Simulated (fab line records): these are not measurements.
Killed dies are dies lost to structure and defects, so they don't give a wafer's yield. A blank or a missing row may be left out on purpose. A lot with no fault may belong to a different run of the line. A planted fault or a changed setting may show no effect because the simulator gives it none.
Matching of chambers	flow nand_harc	NHARC_A_BONDPAD_CMP_19 on cmp-04: 4 sister chambers
The step polishes, t overpolish 30 s, cu recess touch 16 s, target thk 169.82 nm. 4 wafers are shown with their chamber, then 7 later ones without.

EACH WAFER AND ITS CHAMBER
wafer	chamber	motor_current_A (A)
L845.6	1	12.5
L849.3	2	12.2
L849.4	3	12.7
L849.6	0	12.5

WAFERS WITH NO CHAMBER GIVEN
wafer	motor_current_A (A)
L851.1	11.7
L851.2	13.3
L851.5	12.7
L856.2	12.5
L856.3	13.7
L856.6	13.1
L857.2	12.4

WHICH CHAMBER EACH ONE RAN IN
wafer	from the rows above	in truth
L851.1	can't be placed: 2 or 0 or 1 or 3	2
L851.2	can't be placed: 3 or 0 or 1 or 2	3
L851.5	can't be placed: 3 or 0 or 1 or 2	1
L856.2	can't be placed: 0 or 1 or 3 or 2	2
L856.3	can't be placed: 3 or 0 or 1 or 2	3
L856.6	can't be placed: 3 or 0 or 1 or 2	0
L857.2	can't be placed: 0 or 1 or 2 or 3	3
Correctly placed: 0 of 7. These rows do not allow placing 7 (true chamber among the candidates in 7). Number placed wrongly: 0.
How it was worked out, from the rows above alone: a wafer's distance from a chamber is the root of the sum, over the readings, of the square of ((its reading less the chamber's mean) divided by the reading's scatter). The wafer belongs to the nearest chamber; if the next one is less than 2 further off, it can't be placed. A chamber's mean is the mean of its shown wafers. The scatter: with one shown wafer a chamber, the root of the mean of the squares of how far each hidden wafer lies from its nearest shown one.
